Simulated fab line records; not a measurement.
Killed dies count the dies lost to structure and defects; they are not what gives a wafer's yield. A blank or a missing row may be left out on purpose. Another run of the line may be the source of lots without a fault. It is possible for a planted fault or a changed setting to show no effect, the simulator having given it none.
Struck lot and sound lot, side by side :: flow nandHarc :: 14 steps out of a route of 1302
Sound: the wafers L123.1, L123.2, L123.3. Struck: wafer L118.4 (left out: L118.1, L118.3 of the same lot, which were not struck); the cause appears at the end.
Per side, at each step with rows, come the tool, then ch with its chambers, and then its first start. Under that, the readings that differ: sound wafers :: struck wafers :: difference of the means :: sigmas: that difference in standard deviations of wafers without a fault.
alike: same words and numbers on both sides, and readings whose means sit less than 2 such deviations apart. not compared: any withheld reading, any reading some wafer has no value for, any bound like >300 that may hide the same value, and any number with overlapping values for which the record gives no deviation.
Wherever a step has rows on one side only, a row that says differs or no value, or a row with sigmas, the two part there. Non-overlapping numbers with no deviation appear without sigmas and do not part them. A reading that every wafer of one side lacks parts them only if that side has two wafers or more.

first, 3 steps without rows for these wafers: NHARC_THIN_TSV_EXPOSE_09 (exposes mask TSV); NHARC_THIN_TSV_PEB_10 (peb time 85 s); NHARC_THIN_TSV_DEVELOP_11 (time 70 s).
NHARC_THIN_TSV_CD_MEAS_12: target cd 1000 nm.
  sound on cdSem-02 ch 0, day 32 14:24; struck on cdSem-03 ch 0, day 31 00:15
  alike: cdNm
then, 1 step without rows for these wafers: NHARC_THIN_TSV_HARDBAKE_13 (time 80 s).
NHARC_THIN_TSV_DESCUM_14: chemistry O2, time 3 s.
  sound on rieDiel-13 ch 0,1,3, day 32 14:34; struck on rieDiel-06 ch 3, day 31 00:25
reading: rfHoursCounterH (h)
sound: 3.2 2.8 3.4
struck: 1.7
difference: -1.4
sigmas: 

reading: showerheadPlenumPTorr (Torr)
sound: 1.92 2.06 2.06
struck: 1.80
difference: -0.21
sigmas: -2
  alike: drypumpMotorCurrentA, oesProductAu, rfVppV, throttleValvePct
NHARC_THIN_TSV_ETCH_44: etches the open film in CF4/O2, target depth 1594.2 nm, time 797.1 s.
  sound on rieDiel-13 ch 0,1,3, day 32 14:39; struck on rieDiel-06 ch 1, day 31 00:30
reading: rfHoursCounterH (h)
sound: 3.5 3.3 2.9
struck: 1.9
difference: -1.3
sigmas: 

reading: showerheadPlenumPTorr (Torr)
sound: 1.96 1.84 1.96
struck: 1.73
difference: -0.19
sigmas: -2
  alike: drypumpMotorCurrentA, oesProductAu, rfVppV, throttleValvePct
NHARC_THIN_TSV_ETCH_15: target depth 3000 nm, bosch target overetch cycles 2, bosch etch step 2.8 s.
  sound on rieSi-04 ch 0,1,2, day 32 15:13; struck on rieSi-05 ch 2, day 31 01:04
  alike: drypumpMotorCurrentA
  not compared: rfHoursCounterH
NHARC_THIN_TSV_CD_MEAS_16:
  struck on cdSem-02, day 31 01:13; sound on cdSem-01, day 32 15:22
  alike: cdNm
NHARC_THIN_TSV_STRIP_45: strips in O2.
  sound on plasmaAsher-01 ch 0,1, day 32 15:26; struck on plasmaAsher-01 ch 1, day 31 01:20
  alike: drypumpMotorCurrentA, heaterPowerW
  not compared: rfHoursCounterH
then, 1 step without rows for these wafers: NHARC_THIN_TSV_STRIP_46 (strips in post etch residue remover, time 1200 s).
NHARC_THIN_TSV_DEP_47: deposits SiO2, target thk 200 nm.
  sound on pecvd-03 ch 0,1,2, day 32 16:14; struck on pecvd-01 ch 2, day 31 02:08
  alike: throttleValvePct
NHARC_THIN_TSV_ETCHBACK_48: etches the open film in C4F8/Ar, target depth 1028.5 nm, time 405.17 s.
  sound on rieDiel-06 ch 1,2,3, day 32 16:38; struck on rieDiel-13 ch 2, day 31 02:29
reading: oesProductAu (a.u.)
sound: 0.93 0.93 0.93
struck: 1.01
difference: +0.08
sigmas: +2

reading: overEtchFrac
sound: 0.3 0.3 0.3
struck: 0.26166
difference: -0.03834
sigmas: 

reading: rfHoursCounterH (h)
sound: 4.5 5.2 4.4
struck: 0.9
difference: -3.8
sigmas: 
  alike: rfVppV
then, 1 step without rows for these wafers: NHARC_THIN_TSV_STRIP_62 (strips in N2/H2, time 20 s).

WHERE THEY PART
First at NHARC_THIN_TSV_DESCUM_14; last, within this record, at NHARC_THIN_TSV_ETCHBACK_48.

WHY: whatever the simulator had introduced
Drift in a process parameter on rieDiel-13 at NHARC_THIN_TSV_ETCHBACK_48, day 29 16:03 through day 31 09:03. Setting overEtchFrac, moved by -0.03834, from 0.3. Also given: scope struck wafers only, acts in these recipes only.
